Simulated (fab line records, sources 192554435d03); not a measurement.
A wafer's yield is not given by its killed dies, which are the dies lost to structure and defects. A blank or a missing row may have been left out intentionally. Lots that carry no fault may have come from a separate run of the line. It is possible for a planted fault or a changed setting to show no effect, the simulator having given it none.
A struck lot beside a sound one :: flow n5-finfet :: 37 steps out of a route of 1938
Sound: these wafers, L523.1, L523.4, L523.6. Struck: wafers L510.1, L510.3 (left out: L510.4, a lot-mate that was not struck); the cause follows at the end.
For every step that has rows: the tool of each side, followed by ch and its chambers, followed by its first start. Under that, the readings that differ: sound wafers :: struck wafers :: difference of the means :: sigmas: that difference in standard deviations of wafers without a fault.
alike: readings with means less than 2 such deviations apart, plus words and numbers identical on both sides. not compared: withheld readings, readings lacking a value on some wafer, bounds such as >300 that could conceal the same value, and numbers that have no deviation in the record and whose values overlap.
A row with sigmas, a row that says differs or no value, or rows on one side alone: a step with any of these is where the two part. When numbers do not overlap yet have no deviation, they are printed without sigmas and do not part them. A reading missing from all wafers of one side parts the sides only when that side holds two or more wafers.

first, 9 steps without rows for these wafers: N5_BEOL_M4_ANNEAL_95 (time 240 s); N5_BEOL_M4_SPUTTER_96 (material Cu, target thk 4.5 nm, time 8.29 s); N5_BEOL_M4_ECD_50 (material Cu, target thk 300 nm); N5_BEOL_M4_ANNEAL_51 (time 90 s); N5_BEOL_M4_CMP_52 (polishes, stops on SiOC, t overpolish 6.8 s, target thk 40 nm); N5_BEOL_M4_PRE_CLEAN_60 (time 15 s); N5_BEOL_M4_CO_CAP_55 (material Co, precursor CCTBA/H2, target thk 2 nm, time 102.1 s); N5_BEOL_M4_PRE_CLEAN_56 (time 15 s); N5_BEOL_M4_DEP_57 (deposits SiCN from 3MS/NH3, target thk 8 nm, time 14 s).
N5_BEOL_M4_RC_MEAS_101:
  sound on prober-01 ch 0, day 11 04:58; struck on prober-01 ch 0, day 8 05:22
  alike: DIBL_N, DIBL_P, IOFF_N, IOFF_P, ION_N, ION_P, SS_N, SS_P, VT_N, VT_P
then, 24 steps without rows for these wafers: N5_BEOL_M5_ILD_DEP_00 (deposits SiCOH lowk from DEMS/porogen, target thk 140.64 nm, time 25.9 s); N5_BEOL_M5_CURE_79 (cures SiCOH lowk, time 240 s); N5_BEOL_M5_PECVD_70 (deposits SiO2 from TEOS/O2, target thk 16 nm, time 18 s); N5_BEOL_M5_HM_DEP_02 (deposits TiN, target thk 20 nm); N5_BEOL_M5_COAT_59 (time 60 s, resist thk 60 nm); N5_BEOL_M5_COAT_60 (time 60 s, resist thk 12 nm); N5_BEOL_M5_COAT_71 (time 60 s, resist thk 5 nm); N5_BEOL_M5_COAT_05 (resist thk 30 nm); N5_BEOL_M5_EBR_07; N5_BEOL_M5_SOFTBAKE_06 (time 60 s); N5_BEOL_M5_EXPOSE_08 (exposes mask M5, target cd 28 nm); N5_BEOL_M5_PEB_09 (peb time 60 s); N5_BEOL_M5_DEVELOP_10 (develop time 30 s); N5_BEOL_M5_DESCUM_16 (chemistry O2, time 7 s); N5_BEOL_M5_ETCH_72 (etches underlayer in N2/H2, target depth 6.5 nm, time 5.2 s); N5_BEOL_M5_ETCH_61 (etches SiARC in CF4, target depth 15.6 nm, time 26 s); N5_BEOL_M5_ETCH_62 (etches SOC in N2/H2, target depth 75 nm, overetch 15 nm, time 112.5 s); N5_BEOL_M5_STRIP_63 (strips in N2/H2); N5_BEOL_M5_STRIP_73 (strips in N2/H2); N5_BEOL_M5_STRIP_64 (strips in CF4); N5_BEOL_M5_HM_OPEN_17 (chemistry Cl2/BCl3, target TiN, target depth 20 nm, overetch 6 nm); N5_BEOL_M5_STRIP_19 (strips in O2); N5_BEOL_M5_COAT_65 (time 60 s, resist thk 60 nm); N5_BEOL_M5_COAT_66 (time 60 s, resist thk 12 nm).
-- record jumps: 3 days separate the struck wafers' starts on either side; left off in module BEOL_M5, taken up again in module BEOL_M13, whose first shown step is the route's number 1665 --
N5_BEOL_M13_EXPOSE_07: exposes mask V12.
  sound on krf-scanner-01 ch 0, day 14 03:52; struck on krf-scanner-02 ch 0, day 11 04:51
  alike: mask
N5_BEOL_M13_CD_MEAS_10: the cd target is 190 nm.
  sound on cd-sem-02 ch 0, day 14 04:02; struck on cd-sem-01 ch 0, day 11 05:01
reading: cd-nm (nm)
sound: 192.6 190.9 191.2
struck: 56.8 58.6
difference: -133.9
sigmas: -89
N5_PASSIVATION_PROBE_49:
  sound on prober-02 at day 15 11:18; struck on prober-01 at day 12 22:47
reading: defect-limited-yield (%)
sound: 90.5 93.1 92.8
struck: 0 0
difference: -92
sigmas: -58

reading: killed_at_M0_to_M3
sound: 49 31 19
struck: 65 61
difference: +30
sigmas: +3

reading: killed_at_M4_up
sound: 20 13 14
struck: 1075 1076
difference: +1060
sigmas: +99 or more

reading: killed-dies
sound: 112 82 85
struck: 1180 1180
difference: +1087
sigmas: +57

reading: killed-on-rim
sound: 12 7 15
struck: 152 152
difference: +141
sigmas: +33

reading: sort_bin_5_function (%)
sound: 5.6 4.1 4.7
struck: 96.2 96.3
difference: +91.5
sigmas: +83

reading: sort-n-pass
sound: 1068 1098 1095
struck: 0 0
difference: -1087
sigmas: -60

reading: sort-yield-pct (%)
sound: 90.5 93.1 92.8
struck: 0 0
difference: -92
sigmas: -58
  alike: killed-at-contacts, killed-at-front-end, killed-at-other, killed-open, killed-short, sort_bin_6_memory, sort_bin_8_speed

## WHERE THEY PART
At N5_BEOL_M13_CD_MEAS_10 first; at N5_PASSIVATION_PROBE_49 last (within this record only).

WHY: what the simulator had put in
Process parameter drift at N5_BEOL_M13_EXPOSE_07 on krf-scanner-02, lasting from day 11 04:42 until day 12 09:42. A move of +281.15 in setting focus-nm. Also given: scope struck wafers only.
